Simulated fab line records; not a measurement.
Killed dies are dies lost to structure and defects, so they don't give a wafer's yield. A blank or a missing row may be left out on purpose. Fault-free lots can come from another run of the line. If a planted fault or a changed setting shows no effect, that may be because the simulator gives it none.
fab line records	flow n5_finfet
record: lots: 7	wafers: 21
route steps=1938 shown BEOL_M2@847 BEOL_M3@931 BEOL_M4@1053 BEOL_M5@1130 BEOL_M7@1270
start_h: hours from the record's first day to the start of the lot's first wafer shown	wait_h: time in hours since the lot's previous step	" repeats the value in the row above	L1.1+2: a single row standing in for several wafers	- no value, or no start given	* or withheld: withheld	< > ~ a bound
route shown NAME@n: a module of which the file shows steps, and the number in the route of the first	usual: mean/standard deviation taken from wafers without a fault	same: alike in all rows	chamber/n: place in a boat	sites: each site's reading	_std_site: standard deviation of those values	_edge_site: the outer-site mean with the inner-site mean subtracted	radius_mm: for every site, how far away it sits from the centre of the wafer	mask NAME#n: copy n	behind: the last tool/chamber to shape the wafer	hold: the reason the lot was held/the length of the hold in hours/how it ended	device: names the non-switching transistor (n, p or np)	end of line: at the end of the route, the tests of the same wafers	where a step has no rows: the recipe by itself	killed: not the wafer's yield, but the dies lost to structure and defects at the first sort	map: per-die view of a wafer (x killed, . not killed, _ where there is no die)
set.NAME: the setting as run; set.NAME@STEP: as run at that earlier step	model.NAME: the simulator's own value behind a step, which no gauge read
lots where settings were altered on purpose, with a table for each step and a row for each wafer
== steps ==
step: N5_BEOL_M2_COAT_73
recipe: resist: underlayer	temp_c: 205	time_s: 60	spin_rpm: 1500	resist_thk_nm: 5
lot.wafer	tool	chamber	start_h	wait_h	set.spin_rpm
L075.1+4+6	litho_track-03	0	-	-	1500
L076.1+4+6	litho_track-03	0	-	-	1500
L077.2+4	litho_track-02	0	-	-	1350
L077.3	"	0	"	"	1500
L078.1	litho_track-03	0	-	-	1500
L078.4+6	"	0	"	"	1407
L079.1+3	litho_track-02	0	-	-	1500
L079.4	"	0	"	"	1667
L080.1+4+6	litho_track-02	0	-	-	1500
L094.4+5+6	litho_track-04	0	-	-	1500
step: N5_BEOL_M2_COAT_05
recipe: resist: CAR-EUV	spin_rpm: 1500	resist_thk_nm: 30
step: N5_BEOL_M2_EBR_07
recipe: solvent: PGMEA	ebr_width_mm: 1.5
step: N5_BEOL_M2_DESCUM_16
recipe: chemistry: O2	time_s: 7	source_power_w: 50	bias_power_w: 20	pressure_mtorr: 20	rf_frequency_hz: 2.712e+07	temp_c: 40	resist: CAR-EUV	o2_flow_sccm: 225
step: N5_BEOL_M2_ETCH_74
recipe: chemistry: N2/H2	target: underlayer	target_depth_a: 65	mask_material: CAR-EUV	time_s: 5.2	ion_energy_ev: 200	pressure_mtorr: 30	source_w: 840	bias_w: 150	n2_flow_sccm: 200	h2_flow_sccm: 200	ends: cleared
lot.wafer	tool	chamber	start_h	wait_h	set.spin_rpm@BEOL_M2_COAT_73	model.etch.depth_nm
L075.1	rie_diel-01	1	146.10	0.0	1500	4.996
L075.4	"	0	"	"	1500	5.012
L075.6	"	1	"	"	1500	5.002
L076.1	rie_diel-06	0	149.46	0.0	1500	5.004
L076.4	"	3	"	"	1500	5.034
L076.6	"	2	"	"	1500	5.019
L077.2	rie_diel-01	2	150.61	0.0	1350	5.261
L077.3	"	0	"	"	1500	5.006
L077.4	"	3	"	"	1350	5.273
L078.1	rie_diel-01	3	163.48	0.0	1500	5.008
L078.4	"	0	"	"	1407	5.171
L078.6	"	3	"	"	1407	5.186
L079.1	rie_diel-06	1	164.42	0.0	1500	5.012
L079.3	"	3	"	"	1500	5.004
L079.4	"	0	"	"	1667	4.741
L080.1	rie_diel-06	0	169.92	0.0	1500	5.009
L080.4	"	3	"	"	1500	4.996
L080.6	"	1	"	"	1500	5.007
L094.4	rie_diel-02	3	249.29	0.0	1500	4.983
L094.5	"	3	"	"	1500	4.991
L094.6	"	2	"	"	1500	4.988
step: N5_BEOL_M2_ETCH_63
recipe: chemistry: CF4	target: SiARC	target_depth_a: 156	mask_material: CAR-EUV	time_s: 26	ion_energy_ev: 80	pressure_mtorr: 40	source_w: 545	bias_w: 36	Ar_flow_sccm: 100	cf4_flow_sccm: 100	ends: cleared
lot.wafer	tool	chamber	start_h	wait_h	set.spin_rpm@BEOL_M2_COAT_62	model.etch.depth_nm
L075.1	rie_diel-01	1	146.12	0.0	1500	12.02
L075.4	"	0	"	"	1500	11.96
L075.6	"	1	"	"	1500	11.99
L076.1	rie_diel-06	0	149.48	0.0	1500	12.02
L076.4	"	3	"	"	1500	12.04
L076.6	"	2	"	"	1410	12.41
L077.2	rie_diel-01	2	150.63	0.0	1500	11.94
L077.3	"	0	"	"	1500	11.98
L077.4	"	3	"	"	1500	11.99
L078.1+4	rie_diel-01	3,0	163.49	0.0	1500	12
L078.6	"	3	"	"	1668	11.35
L079.1	rie_diel-06	1	164.44	0.0	1500	11.99
L079.3	"	3	"	"	1500	12.03
L079.4	"	0	"	"	1390	12.43
L080.1	rie_diel-06	0	169.93	0.0	1358	12.53
L080.4	"	3	"	"	1500	11.92
L080.6	"	1	"	"	1358	12.5
L094.4	rie_diel-02	3	249.31	0.0	1433	12.24
L094.5	"	3	"	"	1433	12.23
L094.6	"	2	"	"	1500	11.97
step: N5_BEOL_M2_ETCH_64
recipe: chemistry: N2/H2	target: SOC	target_depth_a: 750	overetch_a: 225	mask_material: SiARC	temp_c: 40	time_s: 121.9	ion_energy_ev: 200	pressure_mtorr: 30	source_w: 840	bias_w: 150	n2_flow_sccm: 200	h2_flow_sccm: 200
lot.wafer	tool	chamber	start_h	wait_h	set.spin_rpm@BEOL_M2_COAT_62	model.SiARC_of_BEOL_M2_COAT_62.thk_nm
L075.1+6	rie_diel-01	1	146.15	0.0	1500	6.4
L075.4	"	0	"	"	1500	6.2
L076.1	rie_diel-06	0	149.51	0.0	1500	6.4
L076.4	"	3	"	"	1500	6.2
L076.6	"	2	"	"	1410	6.6
L077.2	rie_diel-01	2	150.66	0.0	1500	6.2
L077.3	"	0	"	"	1500	6
L077.4	"	3	"	"	1500	6.4
L078.1	rie_diel-01	3	163.52	0.0	1500	6.4
L078.4	"	0	"	"	1500	6.2
L078.6	"	3	"	"	1668	5.6
L079.1	rie_diel-06	1	164.47	0.0	1500	6.4
L079.3	"	3	"	"	1500	6.2
L079.4	"	0	"	"	1390	6.6
L080.1	rie_diel-06	0	169.96	0.0	1358	6.8
L080.4	"	3	"	"	1500	6
L080.6	"	1	"	"	1358	7
L094.4+5	rie_diel-02	3	249.34	0.0	1433	6.6
L094.6	"	2	"	"	1500	6.4
step: N5_BEOL_M3_ILD_DEP_00
recipe: material: SiOC	target_thk_a: 790	temp_c: 350	precursor: DEMS/O2	pressure_torr: 5	rf_w: 500	time_s: 15.3
lot.wafer	tool	chamber	start_h	wait_h	set.time_s	model.SiOC_of_BEOL_M3_ILD_DEP_00.thk_nm
L075.1+4	pecvd-01	0,2	151.90	0.0	15.3	78.4
L075.6	"	0	"	"	15.3	79.6
L076.1	pecvd-01	0	155.23	0.0	15.3	78.8
L076.4	"	0	"	"	16.15	84.2
L076.6	"	1	"	"	15.3	80.4
L077.2	pecvd-01	2	156.61	0.0	15.3	76.6
L077.3	"	1	"	"	15.3	79
L077.4	"	0	"	"	15.3	80
L078.1	pecvd-01	1	172.06	0.0	16.64	85.6
L078.4	"	0	"	"	16.64	86.8
L078.6	"	2	"	"	15.3	78.8
L079.1	pecvd-04	0	175.19	0.0	15.3	78
L079.3	"	1	"	"	15.3	77.8
L079.4	"	1	"	"	15.3	79.2
L080.1	pecvd-01	1	178.15	0.0	15.3	77.8
L080.4	"	1	"	"	15.3	79
L080.6	"	0	"	"	14.16	73
L094.4	pecvd-02	2	257.02	0.1	15.3	80.6
L094.5+6	"	1,0	"	"	15.3	80.2
step: N5_BEOL_M3_THK_MEAS_01
recipe: reads: SiOC_of_BEOL_M3_ILD_DEP_00
usual: M3_ILD_THK: 78.9/1
lot.wafer	tool	chamber	start_h	wait_h	set.time_s@BEOL_M3_ILD_DEP_00	M3_ILD_THK[nm]
L075.1	film_metro-02	-	151.97	0.0	15.3	78.3
L075.4	"	-	"	"	15.3	78.4
L075.6	"	-	"	"	15.3	79.6
L076.1	film_metro-02	-	155.30	0.0	15.3	78.7
L076.4	"	-	"	"	16.15	84.3
L076.6	"	-	"	"	15.3	80.4
L077.2	film_metro-02	-	156.68	0.1	15.3	76.6
L077.3	"	-	"	"	15.3	79.0
L077.4	"	-	"	"	15.3	80.0
L078.1	film_metro-01	-	172.13	0.0	16.64	85.6
L078.4	"	-	"	"	16.64	86.9
L078.6	"	-	"	"	15.3	78.7
L079.1	film_metro-02	-	175.26	0.0	15.3	78.0
L079.3	"	-	"	"	15.3	77.7
L079.4	"	-	"	"	15.3	79.1
L080.1	film_metro-02	-	178.22	0.0	15.3	77.8
L080.4	"	-	"	"	15.3	78.9
L080.6	"	-	"	"	14.16	73.0
L094.4	film_metro-02	-	257.07	0.0	15.3	80.5
L094.5	"	-	"	"	15.3	80.2
L094.6	"	-	"	"	15.3	80.2
step: N5_BEOL_M3_EXPOSE_25
recipe: mask_id: V2	na: 0.33	source_shape: quasar	sigma_inner: 0.2	sigma_outer: 0.8	polarization: unpolarized	defocus_nm: 5	dose_mj: 63
lot.wafer	tool	chamber	start_h	wait_h	mask	set.dose_mj
L075.1+4+6	euv_scanner-02	0	153.57	-	V2#0	63
L076.1+4	euv_scanner-02	0	157.37	-	V2#0	63
L076.6	"	0	"	"	V2#0	59.21
L077.2+4	euv_scanner-02	0	158.60	-	V2#0	63
L077.3	"	0	"	"	V2#0	59.65
L078.1+4+6	euv_scanner-02	0	173.98	-	V2#0	65.86
L079.1+4	euv_scanner-01	0	177.06	-	V2#0	63
L079.3	"	0	"	"	V2#0	66.96
L080.1	euv_scanner-01	0	180.39	-	V2#0	63
L080.4+6	"	0	"	"	V2#0	59.33
L094.4+5	euv_scanner-01	0	259.90	-	V2#0	61.32
L094.6	"	0	"	"	V2#0	63
step: N5_BEOL_M3_PEB_26
recipe: peb_temp_c: 100	peb_time_s: 60	resist: CAR-EUV
step: N5_BEOL_M3_DEVELOP_27
recipe: develop_time_s: 30	developer: TMAH	resist: CAR-EUV	rinse_liquid: surfactant_rinse	dry: air_spin	dev_temp_c: 23
step: N5_BEOL_M3_CD_MEAS_28
recipe: target_cd_nm: 25.7	landing_energy_ev: 500	detector: se_inlens	target_cd_y_nm: 23.3	polarity: opening
usual: cd_nm: 25.65/0.25
lot.wafer	tool	chamber	start_h	wait_h	set.dose_mj@BEOL_M3_EXPOSE_25	cd_nm
L075.1	cd_sem-02	0	153.72	-	63	25.50
L075.4	"	0	"	"	63	25.26
L075.6	"	0	"	"	63	25.32
L076.1	cd_sem-02	0	157.52	-	63	25.73
L076.4	"	0	"	"	63	25.74
L076.6	"	0	"	"	59.21	24.46
L077.2	cd_sem-01	0	158.74	-	63	25.61
L077.3	"	0	"	"	59.65	24.54
L077.4	"	0	"	"	63	25.96
L078.1	cd_sem-03	0	174.12	-	65.86	26.39
L078.4	"	0	"	"	65.86	26.05
L078.6	"	0	"	"	65.86	25.89
L079.1	cd_sem-03	0	177.21	-	63	25.26
L079.3	"	0	"	"	66.96	26.73
L079.4	"	0	"	"	63	25.81
L080.1	cd_sem-03	0	180.54	-	63	25.91
L080.4	"	0	"	"	59.33	24.19
L080.6	"	0	"	"	59.33	24.30
L094.4	cd_sem-01	0	260.02	-	61.32	24.87
L094.5	"	0	"	"	61.32	25.06
L094.6	"	0	"	"	63	25.63
step: N5_BEOL_M3_DESCUM_33
recipe: chemistry: O2	time_s: 7	source_power_w: 50	bias_power_w: 20	pressure_mtorr: 20	rf_frequency_hz: 2.712e+07	temp_c: 40	resist: CAR-EUV	o2_flow_sccm: 225
lot.wafer	tool	chamber	start_h	wait_h	set.time_s	model.CAR-EUV_of_BEOL_M3_COAT_22.thk_nm
L075.1+4+6	rie_diel-04	1,3,2	154.00	0.2	7	26
L076.1	rie_diel-05	1	157.85	0.2	7	26
L076.4	"	3	"	"	8.464	25.2
L076.6	"	1	"	"	8.464	25.4
L077.2+3	rie_diel-04	3,1	158.89	0.0	6.521	26.4
L077.4	"	0	"	"	7	26
L078.1+6	rie_diel-04	1,2	174.25	0.0	6.592	26.4
L078.4	"	3	"	"	7	26.2
L079.1	rie_diel-04	3	177.79	0.5	7	26.2
L079.3	"	2	"	"	7	26
L079.4	"	0	"	"	6.109	26.4
L080.1	rie_diel-04	2	181.01	0.4	7	25.8
L080.4	"	1	"	"	5.975	26.4
L080.6	"	1	"	"	7	26
L094.4	rie_diel-04	2	260.19	0.1	7.791	25.4
L094.5	"	2	"	"	7	26
L094.6	"	3	"	"	7	25.8
step: N5_BEOL_M4_EXPOSE_25
recipe: mask_id: V3	na: 0.33	source_shape: quasar	sigma_inner: 0.2	sigma_outer: 0.8	polarization: unpolarized	defocus_nm: 5	dose_mj: 63
lot.wafer	tool	chamber	start_h	wait_h	mask	set.dose_mj
L075.1+4+6	euv_scanner-01	0	164.19	-	V3#0	63
L076.1	euv_scanner-01	0	167.94	-	V3#0	63
L076.4+6	"	0	"	"	V3#0	67.66
L077.2+4	euv_scanner-02	0	169.77	-	V3#0	67.11
L077.3	"	0	"	"	V3#0	63
L078.1	euv_scanner-01	0	181.71	-	V3#0	66.18
L078.4+6	"	0	"	"	V3#0	63
L079.1+3+4	euv_scanner-02	0	185.13	-	V3#0	63
L080.1	euv_scanner-02	0	194.57	-	V3#0	64.54
L080.4+6	"	0	"	"	V3#0	63
L094.4+6	euv_scanner-02	0	274.54	-	V3#0	63
L094.5	"	0	"	"	V3#0	61.04
step: N5_BEOL_M4_PEB_26
recipe: peb_temp_c: 100	peb_time_s: 60	resist: CAR-EUV
step: N5_BEOL_M4_DEVELOP_27
recipe: develop_time_s: 30	developer: TMAH	resist: CAR-EUV	rinse_liquid: surfactant_rinse	dry: air_spin	dev_temp_c: 23
step: N5_BEOL_M4_CD_MEAS_28
recipe: target_cd_nm: 26.2	landing_energy_ev: 500	detector: se_inlens	target_cd_y_nm: 24.1	polarity: opening
usual: cd_nm: 26.14/0.26
lot.wafer	tool	chamber	start_h	wait_h	set.dose_mj@BEOL_M4_EXPOSE_25	cd_nm
L075.1	cd_sem-03	0	164.33	-	63	26.02
L075.4	"	0	"	"	63	26.39
L075.6	"	0	"	"	63	26.39
L076.1	cd_sem-03	0	168.09	-	63	26.10
L076.4	"	0	"	"	67.66	27.46
L076.6	"	0	"	"	67.66	27.37
L077.2	cd_sem-01	0	169.91	-	67.11	27.49
L077.3	"	0	"	"	63	26.50
L077.4	"	0	"	"	67.11	26.98
L078.1	cd_sem-03	0	181.85	-	66.18	27.05
L078.4	"	0	"	"	63	25.88
L078.6	"	0	"	"	63	25.58
L079.1	cd_sem-01	0	185.27	-	63	25.94
L079.3	"	0	"	"	63	25.97
L079.4	"	0	"	"	63	26.40
L080.1	cd_sem-01	0	194.72	-	64.54	26.63
L080.4	"	0	"	"	63	26.04
L080.6	"	0	"	"	63	25.88
L094.4	cd_sem-03	0	274.66	-	63	26.12
L094.5	"	0	"	"	61.04	25.69
L094.6	"	0	"	"	63	26.46
step: N5_BEOL_M4_ALD_98
recipe: material: SiO2	target_thk_a: 25	temp_c: 100	ald_precursor_family: BDEAS	ald_co_reactant: O2-plasma	pulse_time_s: 1	co_reactant_pulse_time_s: 1	purge_time_s: 2	co_reactant_purge_time_s: 2	ald_cycles: 17	pressure_torr: 2
lot.wafer	tool	chamber	start_h	wait_h	set.ald_cycles	model.SiO2_of_BEOL_M4_ALD_98.thk_nm
L075.1+6	ald_sin-02	2	164.66	0.1	17	2.6
L075.4	"	1	"	"	17	2.4
L076.1+4+6	ald_sin-02	0,1,2	168.87	0.4	17	2.6
L077.2	ald_sin-02	3	170.26	0.1	17	2.6
L077.3+4	"	1,2	"	"	14	2
L078.1+4	ald_sin-03	1,0	182.15	0.1	17	2.6
L078.6	"	0	"	"	20	3
L079.1	ald_sin-02	0	185.53	0.1	17	2.4
L079.3	"	3	"	"	17	2.6
L079.4	"	1	"	"	16	2.4
L080.1+4+6	ald_sin-02	2,3,0	195.31	0.1	17	2.6
L094.4+6	ald_sin-02	1,0	275.51	0.2	16	2.4
L094.5	"	1	"	"	17	2.6
step: N5_BEOL_M5_ETCH_72
recipe: chemistry: N2/H2	target: underlayer	target_depth_a: 65	mask_material: CAR-EUV	time_s: 5.2	ion_energy_ev: 200	pressure_mtorr: 30	source_w: 840	bias_w: 150	n2_flow_sccm: 200	h2_flow_sccm: 200	ends: cleared
usual: rf_vpp_V: 523.7/2.9
lot.wafer	tool	chamber	start_h	wait_h	set.bias_w	rf_vpp_V
L075.1	rie_diel-04	3	177.41	0.0	150	519.5
L075.4	"	1	"	"	150	520.8
L075.6	"	2	"	"	150	522.2
L076.1	rie_diel-04	1	179.95	0.0	150	520.1
L076.4	"	3	"	"	150	518.0
L076.6	"	3	"	"	150	523.4
L077.2	rie_diel-03	2	180.10	0.0	150	527.6
L077.3	"	0	"	"	141.6	504.6
L077.4	"	0	"	"	150	524.0
L078.1	rie_diel-05	0	196.64	0.0	150	526.7
L078.4	"	0	"	"	150	527.4
L078.6	"	2	"	"	150	527.3
L079.1	rie_diel-03	3	196.80	0.0	150	521.9
L079.3	"	2	"	"	161.6	551.4
L079.4	"	2	"	"	161.6	553.5
L080.1	rie_diel-05	3	204.91	0.0	150	521.6
L080.4	"	1	"	"	134.9	487.9
L080.6	"	1	"	"	134.9	484.7
L094.4	rie_diel-05	3	283.91	0.0	150	521.2
L094.5	"	0	"	"	150	526.9
L094.6	"	1	"	"	150	527.8
step: N5_BEOL_M5_COAT_22
recipe: resist: CAR-EUV	spin_rpm: 1500	resist_thk_nm: 30
lot.wafer	tool	chamber	start_h	wait_h	set.spin_rpm	model.CAR-EUV_of_BEOL_M5_COAT_22.thk_nm
L075.1+4+6	litho_track-02	0	-	-	1500	30
L076.1+6	litho_track-01	0	-	-	1584	29.2
L076.4	"	0	"	"	1500	30
L077.2+3	litho_track-01	0	-	-	1552	29.4
L077.4	"	0	"	"	1500	30
L078.1+4	litho_track-01	0	-	-	1500	30
L078.6	"	0	"	"	1500	29.8
L079.1+4	litho_track-03	0	-	-	1500	30
L079.3	"	0	"	"	1399	31.2
L080.1+4+6	litho_track-03	0	-	-	1500	30.2
L094.4	litho_track-02	0	-	-	1564	29.4
L094.5	"	0	"	"	1564	29.2
L094.6	"	0	"	"	1500	30
step: N5_BEOL_M5_EBR_24
recipe: solvent: PGMEA	ebr_width_mm: 1.5
step: N5_BEOL_M5_SOFTBAKE_23
recipe: temp_c: 110	time_s: 60	resist: CAR-EUV
step: N5_BEOL_M5_EXPOSE_25
recipe: mask_id: V4	na: 0.33	source_shape: quasar	sigma_inner: 0.2	sigma_outer: 0.6	polarization: unpolarized	defocus_nm: 10	dose_mj: 52.75
step: N5_BEOL_M5_PEB_26
recipe: peb_temp_c: 100	peb_time_s: 60	resist: CAR-EUV
step: N5_BEOL_M5_DEVELOP_27
recipe: develop_time_s: 30	developer: TMAH	resist: CAR-EUV	rinse_liquid: surfactant_rinse	dry: air_spin	dev_temp_c: 23
lot.wafer	tool	chamber	start_h	wait_h	set.spin_rpm@BEOL_M5_COAT_22	model.CAR-EUV_of_BEOL_M5_COAT_22.thk_nm
L075.1+6	litho_track-02	0	-	-	1500	29.4
L075.4	"	0	"	"	1500	29.6
L076.1+6	litho_track-02	0	-	-	1584	28.8
L076.4	"	0	"	"	1500	29.6
L077.2+3	litho_track-02	0	-	-	1552	29
L077.4	"	0	"	"	1500	29.4
L078.1	litho_track-01	0	-	-	1500	29.6
L078.4+6	"	0	"	"	1500	29.4
L079.1+4	litho_track-02	0	-	-	1500	29.6
L079.3	"	0	"	"	1399	30.8
L080.1+4+6	litho_track-02	0	-	-	1500	29.8
L094.4+5	litho_track-02	0	-	-	1564	28.8
L094.6	"	0	"	"	1500	29.4
step: N5_BEOL_M7_COAT_05
recipe: resist: CAR-ArF	spin_rpm: 1500	resist_thk_nm: 90
lot.wafer	tool	chamber	start_h	wait_h	set.spin_rpm	model.CAR-ArF_of_BEOL_M7_COAT_05.thk_nm
L075.1	litho_track-04	0	-	-	1500	89.8
L075.4	"	0	"	"	1500	90.2
L075.6	"	0	"	"	1500	90
L076.1+4	litho_track-04	0	-	-	1660	85.6
L076.6	"	0	"	"	1660	85.8
L077.2+3	litho_track-03	0	-	-	1403	93.6
L077.4	"	0	"	"	1500	90.2
L078.1	litho_track-03	0	-	-	1500	90.2
L078.4+6	"	0	"	"	1500	90.4
L079.1+4	litho_track-03	0	-	-	1500	90.4
L079.3	"	0	"	"	1500	90.2
L080.1	litho_track-02	0	-	-	1500	89.8
L080.4+6	"	0	"	"	1500	90
L094.4	litho_track-02	0	-	-	1500	90.4
L094.5	"	0	"	"	1567	88.4
L094.6	"	0	"	"	1567	88.2
step: N5_BEOL_M7_EBR_07
recipe: solvent: PGMEA	ebr_width_mm: 1.5
step: N5_BEOL_M7_SOFTBAKE_06
recipe: temp_c: 110	time_s: 60	resist: CAR-ArF
step: N5_BEOL_M7_EXPOSE_08
recipe: mask_id: M7	na: 1.35	source_shape: dipole	sigma_inner: 0.817	sigma_outer: 0.97	polarization: te	dose_mj: 68.25
step: N5_BEOL_M7_PEB_09
recipe: peb_temp_c: withheld	peb_time_s: 60	resist: CAR-ArF
step: N5_BEOL_M7_DEVELOP_10
recipe: develop_time_s: 30	developer: TMAH	resist: CAR-ArF	rinse_liquid: diw	dry: air_spin	dev_temp_c: 23
lot.wafer	tool	chamber	start_h	wait_h	set.spin_rpm@BEOL_M7_COAT_05	model.CAR-ArF_of_BEOL_M7_COAT_05.thk_nm
L075.1	litho_track-02	0	-	-	1500	88.2
L075.4+6	"	0	"	"	1500	88.4
L076.1	litho_track-02	0	-	-	1660	83.8
L076.4+6	"	0	"	"	1660	84
L077.2+3	litho_track-04	0	-	-	1403	92
L077.4	"	0	"	"	1500	88.4
L078.1	litho_track-02	0	-	-	1500	88.4
L078.4	"	0	"	"	1500	88.8
L078.6	"	0	"	"	1500	88.6
L079.1+3	litho_track-03	0	-	-	1500	88.6
L079.4	"	0	"	"	1500	88.8
L080.1	litho_track-04	0	-	-	1500	88
L080.4	"	0	"	"	1500	88.4
L080.6	"	0	"	"	1500	88.2
L094.4	litho_track-03	0	-	-	1500	88.6
L094.5	"	0	"	"	1567	86.6
L094.6	"	0	"	"	1567	86.4
step: N5_BEOL_M7_DESCUM_16
recipe: chemistry: O2	time_s: 7.9	source_power_w: 50	bias_power_w: 20	pressure_mtorr: 20	rf_frequency_hz: 2.712e+07	temp_c: 40	resist: CAR-ArF	o2_flow_sccm: 225
lot.wafer	tool	chamber	start_h	wait_h	set.spin_rpm@BEOL_M7_COAT_05	model.CAR-ArF_of_BEOL_M7_COAT_05.thk_nm
L075.1	rie_diel-03	3	194.43	0.0	1500	83.2
L075.4+6	"	3,1	"	"	1500	83.6
L076.1+4	rie_diel-05	1,2	199.41	0.0	1660	79
L076.6	"	1	"	"	1660	79.2
L077.2	rie_diel-03	3	199.77	0.0	1403	87
L077.3	"	2	"	"	1403	87.2
L077.4	"	1	"	"	1500	83.6
L078.1	rie_diel-03	2	215.33	0.0	1500	83.6
L078.4+6	"	2,1	"	"	1500	83.8
L079.1+3	rie_diel-03	2,3	218.02	0.0	1500	83.8
L079.4	"	3	"	"	1500	84
L080.1+6	rie_diel-05	3	220.70	0.0	1500	83.2
L080.4	"	0	"	"	1500	83.4
L094.4	rie_diel-04	1	301.11	0.1	1500	83.8
L094.5	"	3	"	"	1567	81.8
L094.6	"	0	"	"	1567	81.6
== key ==
split: step: N5_BEOL_M2_COAT_73	setting: spin_rpm	stated: 1500	by: wafer
response: step: N5_BEOL_M2_ETCH_74	reading: model.etch.depth_nm	change: -0.0253	per: 1%	r: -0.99
split: step: N5_BEOL_M3_ILD_DEP_00	setting: time_s	stated: 15.3	by: wafer
response: step: N5_BEOL_M3_ILD_DEP_00	reading: model.SiOC_of_BEOL_M3_ILD_DEP_00.thk_nm	change: +0.801	per: 1%	r: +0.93
response: step: N5_BEOL_M3_THK_MEAS_01	reading: M3_ILD_THK	change: +0.81	per: 1%	r: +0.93
split: step: N5_BEOL_M3_EXPOSE_25	setting: dose_mj	stated: 63	by: wafer
response: step: N5_BEOL_M3_CD_MEAS_28	reading: cd_nm	change: +0.23	per: 1%	r: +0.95
split: step: N5_BEOL_M3_DESCUM_33	setting: time_s	stated: 7	by: wafer
response: step: N5_BEOL_M3_DESCUM_33	reading: model.CAR-EUV_of_BEOL_M3_COAT_22.thk_nm	change: -0.0346	per: 1%	r: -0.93
split: step: N5_BEOL_M4_EXPOSE_25	setting: dose_mj	stated: 63	by: wafer
response: step: N5_BEOL_M4_CD_MEAS_28	reading: cd_nm	change: +0.178	per: 1%	r: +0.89
split: step: N5_BEOL_M4_ALD_98	setting: ald_cycles	stated: 17	by: wafer
response: step: N5_BEOL_M4_ALD_98	reading: model.SiO2_of_BEOL_M4_ALD_98.thk_nm	change: +0.028	per: 1%	r: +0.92
split: step: N5_BEOL_M5_ETCH_72	setting: bias_w	stated: 150	by: wafer
response: step: N5_BEOL_M5_ETCH_72	reading: rf_vpp_V	change: +3.69	per: 1%	r: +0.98
split: step: N5_BEOL_M5_COAT_22	setting: spin_rpm	stated: 1500	by: wafer
response: step: N5_BEOL_M5_COAT_22	reading: model.CAR-EUV_of_BEOL_M5_COAT_22.thk_nm	change: -0.165	per: 1%	r: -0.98
response: step: N5_BEOL_M5_DEVELOP_27	reading: model.CAR-EUV_of_BEOL_M5_COAT_22.thk_nm	change: -0.154	per: 1%	r: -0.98
split: step: N5_BEOL_M7_COAT_05	setting: spin_rpm	stated: 1500	by: wafer
response: step: N5_BEOL_M7_COAT_05	reading: model.CAR-ArF_of_BEOL_M7_COAT_05.thk_nm	change: -0.508	per: 1%	r: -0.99
response: step: N5_BEOL_M7_DEVELOP_10	reading: model.CAR-ArF_of_BEOL_M7_COAT_05.thk_nm	change: -0.529	per: 1%	r: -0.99
response: step: N5_BEOL_M7_DESCUM_16	reading: model.CAR-ArF_of_BEOL_M7_COAT_05.thk_nm	change: -0.518	per: 1%	r: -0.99
split outside_this_file step=N5_BEOL_M2_COAT_62 setting=spin_rpm
split outside_this_file: this setting was split too, and the file shows its column; the key of that split is in another file
